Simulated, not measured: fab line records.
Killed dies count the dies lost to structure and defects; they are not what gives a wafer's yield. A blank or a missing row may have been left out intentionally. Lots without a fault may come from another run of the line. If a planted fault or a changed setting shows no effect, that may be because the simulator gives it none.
Matching of chambers | flow n5Finfet | N5_BEOL_M0_STRIP_142 on rieDiel-06: 4 sister chambers
The step strips in N2/H2, time 10 s. 24 wafers are shown with their chamber, then 12 later ones without.

## WAFERS, EACH WITH ITS CHAMBER
wafer  | chamber | showerheadPlenumPTorr (Torr) | drypumpMotorCurrentA (A) | oesProductAu (a.u.)
L074.3 | 3       | 2.50                         | 6.0                      | 0.67
L074.4 | 0       | 2.44                         | 5.8                      | 0.80
L074.5 | 2       | 2.59                         | 4.9                      | 0.93
L078.1 | 2       | 2.59                         | 4.9                      | 0.92
L078.4 | 2       | 2.59                         | 4.9                      | 0.92
L078.5 | 0       | 2.44                         | 5.8                      | 0.80
L079.1 | 1       | 2.49                         | 5.7                      | 0.70
L079.3 | 0       | 2.44                         | 5.8                      | 0.79
L079.5 | 3       | 2.50                         | 6.0                      | 0.67
L082.1 | 3       | 2.50                         | 6.0                      | 0.67
L082.4 | 1       | 2.49                         | 5.7                      | 0.70
L082.5 | 0       | 2.44                         | 5.8                      | 0.79
L083.3 | 3       | 2.50                         | 6.0                      | 0.66
L083.5 | 2       | 2.59                         | 4.9                      | 0.91
L083.6 | 1       | 2.49                         | 5.8                      | 0.70
L084.2 | 3       | 2.50                         | 6.0                      | 0.66
L084.5 | 2       | 2.59                         | 4.9                      | 0.91
L084.6 | 3       | 2.50                         | 6.0                      | 0.67
L085.2 | 0       | 2.43                         | 5.7                      | 0.78
L085.3 | 2       | 2.59                         | 4.9                      | 0.91
L085.5 | 2       | 2.59                         | 4.9                      | 0.91
L088.1 | 2       | 2.58                         | 4.9                      | 0.91
L088.2 | 1       | 2.49                         | 5.7                      | 0.69
L088.3 | 3       | 2.50                         | 6.0                      | 0.66

SIGNATURES (means of the wafers above)
reading               | chamber 0 | chamber 1 | chamber 2 | chamber 3 | scatter within a chamber
showerheadPlenumPTorr | 2.4380    | 2.4900    | 2.5888    | 2.5000    | 0.00289
drypumpMotorCurrentA  | 5.780     | 5.725     | 4.900     | 6.000     | 0.0278
oesProductAu          | 0.7920    | 0.6975    | 0.9150    | 0.6657    | 0.00681
Rule: for each reading, subtract the chamber's mean from the wafer's reading, divide by that reading's scatter and square the result; add these up over the readings and take the root, which gives the wafer's distance from the chamber. The wafer belongs to the nearest chamber; if the next one is less than 2 further off, it can't be placed. The scatter: take each reading less its chamber's mean, square it, sum over the shown wafers, divide by the number of wafers less the number of chambers, and take the root.

## WAFERS WITHOUT THEIR CHAMBER
wafer  | showerheadPlenumPTorr (Torr) | drypumpMotorCurrentA (A) | oesProductAu (a.u.)
L087.3 | 2.58                         | 4.9                      | 0.90
L087.4 | 2.50                         | 6.0                      | 0.67
L087.5 | 2.43                         | 5.8                      | 0.78
L089.1 | 2.43                         | 5.8                      | 0.78
L089.3 | 2.50                         | 6.0                      | 0.66
L089.5 | 2.58                         | 4.9                      | 0.91
L095.4 | 2.43                         | 5.8                      | 0.76
L095.5 | 2.58                         | 4.9                      | 0.88
L095.6 | 2.48                         | 5.7                      | 0.68
L096.1 | 2.43                         | 5.7                      | 0.78
L096.3 | 2.48                         | 5.8                      | 0.67
L096.5 | 2.58                         | 4.9                      | 0.88

## WHICH CHAMBER EACH WENT THROUGH
wafer  | from the rows above | in truth
L087.3 | 2                   | 2
L087.4 | 3                   | 3
L087.5 | 0                   | 0
L089.1 | 0                   | 0
L089.3 | 3                   | 3
L089.5 | 2                   | 2
L095.4 | 0                   | 0
L095.5 | 2                   | 2
L095.6 | 1                   | 1
L096.1 | 0                   | 0
L096.3 | 1                   | 1
L096.5 | 2                   | 2
12 of 12 placed correctly. Not placeable from these rows: 0. 0 placed wrongly.
